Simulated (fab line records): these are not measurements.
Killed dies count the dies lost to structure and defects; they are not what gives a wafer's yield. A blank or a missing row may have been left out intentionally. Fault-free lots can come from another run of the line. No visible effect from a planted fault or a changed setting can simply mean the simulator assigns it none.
Matching of chambers / flow nand harc / NHARC_A_STAIRCASE_DEP_322 on pecvd-04: 3 sister chambers
The step deposits SiO2, target thk 7200 nm. 3 wafers are shown with their chamber, then 8 later ones without.

## EACH WAFER AND ITS CHAMBER
wafer=L083.4; chamber=0; heater power w (W)=607
wafer=L083.6; chamber=2; heater power w (W)=657
wafer=L093.1; chamber=1; heater power w (W)=650

## WAFERS MISSING THEIR CHAMBER
wafer=L093.2; heater power w (W)=696
wafer=L093.3; heater power w (W)=649
wafer=L095.3; heater power w (W)=749
wafer=L095.5; heater power w (W)=600
wafer=L095.6; heater power w (W)=703
wafer=L096.2; heater power w (W)=800
wafer=L096.3; heater power w (W)=636
wafer=L096.6; heater power w (W)=682

## CHAMBER TAKEN BY EACH
wafer=L093.2; from the rows above=can't be placed: 2 or 1 or 0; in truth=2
wafer=L093.3; from the rows above=can't be placed: 1 or 2 or 0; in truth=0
wafer=L095.3; from the rows above=can't be placed: 2 or 1 or 0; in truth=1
wafer=L095.5; from the rows above=can't be placed: 0 or 1 or 2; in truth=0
wafer=L095.6; from the rows above=can't be placed: 2 or 1 or 0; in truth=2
wafer=L096.2; from the rows above=can't be placed: 2 or 1 or 0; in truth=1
wafer=L096.3; from the rows above=can't be placed: 1 or 2 or 0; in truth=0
wafer=L096.6; from the rows above=can't be placed: 2 or 1 or 0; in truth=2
0 of 8 placed correctly. Cannot be placed on the basis of these rows: 8; the candidates contain the true chamber in 8. Wrongly placed: 0.
How it was worked out, from the rows above alone: a wafer's distance from a chamber is the root of the sum, over the readings, of the square of ((its reading less the chamber's mean) divided by the reading's scatter). The wafer belongs to the nearest chamber; if the next one is less than 2 further off, it can't be placed. Each chamber's mean is taken over the wafers shown for it. The scatter (one wafer shown for each chamber): square how far every hidden wafer sits from the nearest shown wafer, average those squares and take the square root.
